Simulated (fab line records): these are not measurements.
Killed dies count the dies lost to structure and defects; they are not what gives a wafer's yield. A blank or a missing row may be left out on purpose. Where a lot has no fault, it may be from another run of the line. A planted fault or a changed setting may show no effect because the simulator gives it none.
Chamber matching ; flow nand harc ; 4 sister chambers for NHARC_P_GATE_ETCH_104 on rie diel-08
The step etches the open film in CF4/CHF3, target depth 60 nm. 4 wafers are shown with their chamber, then 9 later ones without.

WAFERS WITH THEIR CHAMBER
wafer;chamber;drypump motor current A (A)
L085.6;0;5.7
L088.1;1;5.9
L088.3;2;6.5
L088.4;3;6.6

WAFERS WITHOUT THEIR CHAMBER
wafer;drypump motor current A (A)
L090.1;5.7
L090.4;6.6
L090.6;6.5
L092.1;5.7
L092.5;5.9
L092.6;6.5
L094.2;5.7
L094.5;5.6
L094.6;6.6

WHICH CHAMBER EACH WENT THROUGH
wafer;from the rows above;in truth
L090.1;0;0
L090.4;3;3
L090.6;2;2
L092.1;0;0
L092.5;1;1
L092.6;2;2
L094.2;0;0
L094.5;0;0
L094.6;3;3
Placed correctly: 9 of 9. Left unplaced by these rows: 0. 0 placed wrongly.
How it was worked out, from the rows above alone: a wafer's distance from a chamber is the root of the sum, over the readings, of the square of ((its reading less the chamber's mean) divided by the reading's scatter). The wafer belongs to the nearest chamber; if the next one is less than 2 further off, it can't be placed. For every chamber, the mean is computed from those of its wafers that are shown. The scatter (one wafer shown for each chamber): square how far every hidden wafer sits from the nearest shown wafer, average those squares and take the square root.
